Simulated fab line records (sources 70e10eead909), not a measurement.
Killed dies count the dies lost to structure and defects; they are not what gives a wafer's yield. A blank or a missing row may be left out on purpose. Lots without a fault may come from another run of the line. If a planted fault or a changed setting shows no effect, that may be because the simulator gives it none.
What tool caused it?	flow nand-harc	24 lots, 72 wafers sampled, at 6 steps of a route of 1302

== WHAT EACH GAUGE READ, for each wafer ==
NHARC_P_M2_INSPECT_11. Usual: raw-defect-count at 5.3, with a standard deviation of 2.4.
lot	measured	on	raw-defect-count	flag
L074	day 6 13:59	defect-inspect-01	7 4 5	
L075	day 6 17:30	defect-inspect-01	8 7 4	
L076	day 7 07:31	defect-inspect-01	7 5 6	
L077	day 7 19:02	defect-inspect-01	2 5 8	
L078	day 7 20:08	defect-inspect-01	1 7 1	
L079	day 8 09:38	defect-inspect-02	11 6 8	
L080	day 9 00:17	defect-inspect-02	6 5 6	
L081	day 9 19:19	defect-inspect-01	8 6 5	
L082	day 10 04:07	defect-inspect-01	4 2 8	
L083	day 10 05:49	defect-inspect-02	4 9 2	
L084	day 11 01:07	defect-inspect-01	5 5 5	
L085	day 11 08:59	defect-inspect-02	3 12 4	
L086	day 11 12:44	defect-inspect-01	6 5 4	
L087	day 11 17:22	defect-inspect-02	5 4 4	
L088	day 12 09:47	defect-inspect-01	3 4 6	
L089	day 12 10:06	defect-inspect-02	3 4 4	
L090	day 13 07:18	defect-inspect-01	5 7 8	
L091	day 13 09:25	defect-inspect-01	5 4 8	
L092	day 13 17:35	defect-inspect-01	6 7 8	
L093	day 14 05:17	defect-inspect-02	4 6 9	
L094	day 14 21:04	defect-inspect-01	4 1 4	
L095	day 15 00:31	defect-inspect-02	5 8 2	
L096	day 15 13:29	defect-inspect-01	7 6 3	
L097	day 15 23:18	defect-inspect-02	5 9 4	

NHARC_P_M2_INSPECT_27. Usual: raw-defect-count at 303, with a standard deviation of 130.
lot	measured	on	raw-defect-count	flag
L074	day 6 16:37	defect-inspect-02	316 211 244	
L075	day 6 20:07	defect-inspect-01	292 176 192	
L076	day 7 10:09	defect-inspect-02	309 276 330	
L077	day 7 21:40	defect-inspect-02	207 269 134	
L078	day 7 23:15	defect-inspect-01	216 295 234	
L079	day 8 12:19	defect-inspect-02	273 376 322	
L080	day 9 02:55	defect-inspect-01	149 263 182	
L081	day 9 21:57	defect-inspect-02	417 368 337	
L082	day 10 06:45	defect-inspect-01	272 311 296	
L083	day 10 08:28	defect-inspect-01	651 336 592	
L084	day 11 03:46	defect-inspect-02	499 662 362	
L085	day 11 12:44	defect-inspect-02	227 206 358	
L086	day 11 15:21	defect-inspect-02	386 373 327	
L087	day 11 20:02	defect-inspect-02	561 394 411	
L088	day 12 12:25	defect-inspect-02	491 246 387	
L089	day 12 12:44	defect-inspect-01	245 242 273	
L090	day 13 10:07	defect-inspect-01	238 293 203	
L091	day 13 12:03	defect-inspect-02	251 247 260	
L092	day 13 20:14	defect-inspect-01	223 199 165	
L093	day 14 07:55	defect-inspect-02	213 213 168	
L094	day 14 23:44	defect-inspect-01	229 296 208	
L095	day 15 03:10	defect-inspect-02	122 144 253	
L096	day 15 16:07	defect-inspect-01	335 730 288	
L097	day 16 01:56	defect-inspect-02	369 342 256	

NHARC_A_START_INSPECT_01. Usual: raw-defect-count at 3.5, with a standard deviation of 2.
lot	measured	on	raw-defect-count	flag
L074	day 6 21:46	defect-inspect-01	4 2 5	
L075	day 7 01:13	defect-inspect-02	3 6 1	
L076	day 7 15:04	defect-inspect-01	5 3 2	
L077	day 8 02:42	defect-inspect-01	3 5 1	
L078	day 8 04:16	defect-inspect-01	3 2 1	
L079	day 8 17:19	defect-inspect-01	5 2 0	
L080	day 9 07:46	defect-inspect-01	1 4 3	
L081	day 10 03:01	defect-inspect-01	5 5 3	
L082	day 10 11:50	defect-inspect-01	4 5 6	
L083	day 10 13:25	defect-inspect-02	4 6 4	
L084	day 11 08:50	defect-inspect-01	4 6 2	
L085	day 11 17:52	defect-inspect-01	5 1 3	
L086	day 11 20:19	defect-inspect-01	2 3 6	
L087	day 12 01:05	defect-inspect-02	3 2 3	
L088	day 12 17:36	defect-inspect-02	4 5 1	
L089	day 12 17:52	defect-inspect-01	8 3 0	
L090	day 13 15:10	defect-inspect-02	4 0 3	
L091	day 13 17:01	defect-inspect-01	1 4 2	
L092	day 14 01:32	defect-inspect-02	4 6 1	
L093	day 14 12:52	defect-inspect-02	8 0 2	
L094	day 15 04:51	defect-inspect-02	4 1 11	
L095	day 15 08:29	defect-inspect-01	2 3 4	
L096	day 15 21:04	defect-inspect-02	7 3 5	
L097	day 16 06:49	defect-inspect-02	7 5 2	

== EACH LOT AND THE TOOL THAT RAN IT (in order: tool; ch and the chambers of the sampled wafers; start) ==
lot	NHARC_P_M2_DEP_33	NHARC_P_BONDPAD_DEP_00	NHARC_P_BONDPAD_PRE_CLEAN_26
L074	pecvd-04 ch 0,1,2, day 6 16:56	pecvd-03 ch 1,2, day 6 17:23	pvd-sputter-03, day 6 21:46 or earlier
L075	pecvd-03 ch 0,1,2, day 6 20:19	pecvd-04 ch 0,2, day 6 20:48	pvd-sputter-01, day 7 01:13 or earlier
L076	pecvd-03 ch 0,1,2, day 7 10:18	pecvd-01 ch 0,1,2, day 7 10:43	pvd-sputter-01, day 7 15:04 or earlier
L077	pecvd-03 ch 0,2, day 7 21:49	pecvd-04 ch 0,1, day 7 22:14	pvd-sputter-01, day 8 02:42 or earlier
L078	pecvd-03 ch 0,1, day 7 23:23	pecvd-04 ch 0,1, day 7 23:48	pvd-sputter-02, day 8 04:16 or earlier
L079	pecvd-03 ch 0,1,2, day 8 12:28	pecvd-01 ch 0,2, day 8 12:56	pvd-sputter-01, day 8 17:19 or earlier
L080	pecvd-01 ch 1,2, day 9 03:06	pecvd-01 ch 0,1, day 9 07:46 or earlier	pvd-sputter-03, day 9 07:46 or earlier
L081	pecvd-04 ch 1,2, day 9 22:05	pecvd-03 ch 0,2, day 9 22:36	pvd-sputter-02, day 10 03:01 or earlier
L082	pecvd-04 ch 0,2, day 10 06:53	pecvd-03 ch 0,1, day 10 07:21	pvd-sputter-02, day 10 11:50 or earlier
L083	pecvd-01 ch 0,1,2, day 10 08:37	pecvd-03 ch 1,2, day 10 09:01	pvd-sputter-03, day 10 13:25 or earlier
L084	pecvd-01 ch 1,2, day 11 04:01	pecvd-03 ch 0,2, day 11 04:26	pvd-sputter-03, day 11 08:50 or earlier
L085	pecvd-04 ch 0,2, day 11 12:55	pecvd-01 ch 1,2, day 11 13:21	pvd-sputter-01, day 11 17:52 or earlier
L086	pecvd-04 ch 1,2, day 11 15:35	pecvd-03 ch 1,2, day 11 15:55	pvd-sputter-02, day 11 20:19 or earlier
L087	pecvd-03 ch 1,2, day 11 20:11	pecvd-04 ch 1,2, day 11 20:41	pvd-sputter-02, day 12 01:05 or earlier
L088	pecvd-01 ch 0,2, day 12 12:37	pecvd-03 ch 0,1,2, day 12 13:08	pvd-sputter-01, day 12 17:36 or earlier
L089	pecvd-03 ch 0,1, day 12 12:58	pecvd-01 ch 0,1, day 12 13:18	pvd-sputter-03, day 12 17:52 or earlier
L090	pecvd-01 ch 0,1, day 13 10:21	pecvd-04 ch 0,2, day 13 10:43	pvd-sputter-02, day 13 15:10 or earlier
L091	pecvd-04 ch 0,1,2, day 13 12:17	pecvd-04 ch 0,1, day 13 17:01 or earlier	pvd-sputter-02, day 13 17:01 or earlier
L092	pecvd-03 ch 0,1, day 13 20:28	pecvd-03 ch 0,1,2, day 14 01:32 or earlier	pvd-sputter-03, day 14 01:32 or earlier
L093	pecvd-03 ch 0,2, day 14 08:04	pecvd-04 ch 0,2, day 14 08:29	pvd-sputter-03, day 14 12:52 or earlier
L094	pecvd-03 ch 0,1,2, day 14 23:53	pecvd-01 ch 0,2, day 15 00:20	pvd-sputter-03, day 15 04:51 or earlier
L095	pecvd-03 ch 0,1,2, day 15 03:26	pecvd-01 ch 0,1,2, day 15 03:52	pvd-sputter-01, day 15 08:29 or earlier
L096	pecvd-03 ch 0,1,2, day 15 16:16	pecvd-04 ch 0,1, day 15 16:41	pvd-sputter-01, day 15 21:04 or earlier
L097	pecvd-03 ch 1,2, day 16 02:04	pecvd-01 ch 0,2, day 16 02:29	pvd-sputter-01, day 16 06:49 or earlier
- NHARC_P_M2_DEP_33: deposits SiCN, target thk 30 nm.
- NHARC_P_BONDPAD_DEP_00: deposits SiCN, target thk 250 nm.
- NHARC_P_BONDPAD_PRE_CLEAN_26: time 30 s.

== WHAT THE TOOLS THEMSELVES READ (means of the sampled wafers that have a number; where no wafer has one, the mark that the record gives instead) ==
NHARC_P_M2_DEP_33. Usual: heater-power-w at 548 W, with a standard deviation of 91.
lot	tool	heater-power-w (W)	flag
L074	pecvd-04	578	
L075	pecvd-03	494	
L076	pecvd-03	476	
L077	pecvd-03	481	
L078	pecvd-03	514	
L079	pecvd-03	511	
L080	pecvd-01	614	
L081	pecvd-04	694	
L082	pecvd-04	629	
L083	pecvd-01	584	
L084	pecvd-01	659	
L085	pecvd-04	515	
L086	pecvd-04	662	
L087	pecvd-03	499	
L088	pecvd-01	516	
L089	pecvd-03	590	
L090	pecvd-01	547	
L091	pecvd-04	635	
L092	pecvd-03	535	
L093	pecvd-03	472	
L094	pecvd-03	529	
L095	pecvd-03	520	
L096	pecvd-03	528	
L097	pecvd-03	551	

NHARC_P_BONDPAD_DEP_00. Usual: heater-power-w at 570 W, with a standard deviation of 83.
lot	tool	heater-power-w (W)	flag
L074	pecvd-03	499	
L075	pecvd-04	548	
L076	pecvd-01	621	
L077	pecvd-04	565	
L078	pecvd-04	618	
L079	pecvd-01	571	
L080	pecvd-01	610	
L081	pecvd-03	435	
L082	pecvd-03	554	
L083	pecvd-03	522	
L084	pecvd-03	473	
L085	pecvd-01	567	
L086	pecvd-03	552	
L087	pecvd-04	664	
L088	pecvd-03	525	
L089	pecvd-01	598	
L090	pecvd-04	602	
L091	pecvd-04	595	
L092	pecvd-03	550	
L093	pecvd-04	537	
L094	pecvd-01	544	
L095	pecvd-01	561	
L096	pecvd-04	579	
L097	pecvd-01	517	

NHARC_P_BONDPAD_PRE_CLEAN_26. Usual: heater-power-w at 406 W, with a standard deviation of 49.
lot	tool	heater-power-w (W)	flag
L074	pvd-sputter-03	418	
L075	pvd-sputter-01	444	
L076	pvd-sputter-01	392	
L077	pvd-sputter-01	424	
L078	pvd-sputter-02	444	
L079	pvd-sputter-01	414	
L080	pvd-sputter-03	398	
L081	pvd-sputter-02	374	
L082	pvd-sputter-02	394	
L083	pvd-sputter-03	390	
L084	pvd-sputter-03	421	
L085	pvd-sputter-01	394	
L086	pvd-sputter-02	449	
L087	pvd-sputter-02	387	
L088	pvd-sputter-01	418	
L089	pvd-sputter-03	378	
L090	pvd-sputter-02	443	
L091	pvd-sputter-02	379	
L092	pvd-sputter-03	412	
L093	pvd-sputter-03	416	
L094	pvd-sputter-03	390	
L095	pvd-sputter-01	422	
L096	pvd-sputter-01	416	
L097	pvd-sputter-01	387	

== THE ANSWER, worked out from the rows above alone ==
Rule: take the mean of a lot's wafers that have a number; if it is more than 3 standard deviations from the usual mean, the lot is off. Also off: a lot with no number at a reading for which 4 or more lots have one. Any other lot the step has rows for is counted as sound. After the gauges, taken in route order, come the tools' own readings; for these a lot's mean is taken, as printed above. The first step at which some lot is off is used, and at that step the reading that is off furthest; a lot without a number counts as furthest.
No lot is off at any reading shown: from this, nothing can be told.

== WHAT THE SIMULATOR HAD PUT IN ==
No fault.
